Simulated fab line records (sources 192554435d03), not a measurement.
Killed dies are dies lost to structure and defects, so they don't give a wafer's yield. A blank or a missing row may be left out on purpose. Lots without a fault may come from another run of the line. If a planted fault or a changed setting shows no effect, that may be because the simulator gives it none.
Matching of chambers :: flow n5-finfet :: 3 sister chambers for N5_BEOL_M1_DEP_57 on pecvd-02
The step deposits SiCN from 3MS/NH3, target thk 8 nm, time 14 s. 3 wafers are shown with their chamber, then 7 later ones without.

== WAFERS WITH THEIR CHAMBER ==
wafer: L082.3
chamber: 1
showerhead-plenum-p-Torr (Torr): 3.649

wafer: L082.6
chamber: 0
showerhead-plenum-p-Torr (Torr): 3.674

wafer: L083.4
chamber: 2
showerhead-plenum-p-Torr (Torr): 3.677

== WAFERS WITH NO CHAMBER GIVEN ==
wafer: L083.6
showerhead-plenum-p-Torr (Torr): 3.664

wafer: L084.2
showerhead-plenum-p-Torr (Torr): 3.657

wafer: L084.3
showerhead-plenum-p-Torr (Torr): 3.682

wafer: L084.4
showerhead-plenum-p-Torr (Torr): 3.659

wafer: L091.1
showerhead-plenum-p-Torr (Torr): 3.676

wafer: L091.5
showerhead-plenum-p-Torr (Torr): 3.684

wafer: L091.6
showerhead-plenum-p-Torr (Torr): 3.668

== THE CHAMBER EACH PASSED THROUGH ==
wafer: L083.6
from the rows above: can't be placed: 0 or 2 or 1
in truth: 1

wafer: L084.2
from the rows above: can't be placed: 1 or 0 or 2
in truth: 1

wafer: L084.3
from the rows above: can't be placed: 2 or 0
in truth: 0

wafer: L084.4
from the rows above: can't be placed: 1 or 0 or 2
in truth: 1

wafer: L091.1
from the rows above: can't be placed: 2 or 0
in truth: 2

wafer: L091.5
from the rows above: can't be placed: 2 or 0
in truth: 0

wafer: L091.6
from the rows above: can't be placed: 0 or 2 or 1
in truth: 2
Correctly placed: 0 of 7. Can't be placed from these rows: 7 (the true chamber is among the candidates in 7). Wrongly placed: 0.
How it was worked out, from the rows above alone: a wafer's distance from a chamber is the root of the sum, over the readings, of the square of ((its reading less the chamber's mean) divided by the reading's scatter). If the next closest chamber is less than 2 further off than the closest, the wafer can't be placed; otherwise it belongs to the closest. The mean given for a chamber averages the wafers shown for that chamber. The scatter: root of mean squared gap, hidden wafer to nearest shown wafer, with one shown wafer a chamber.
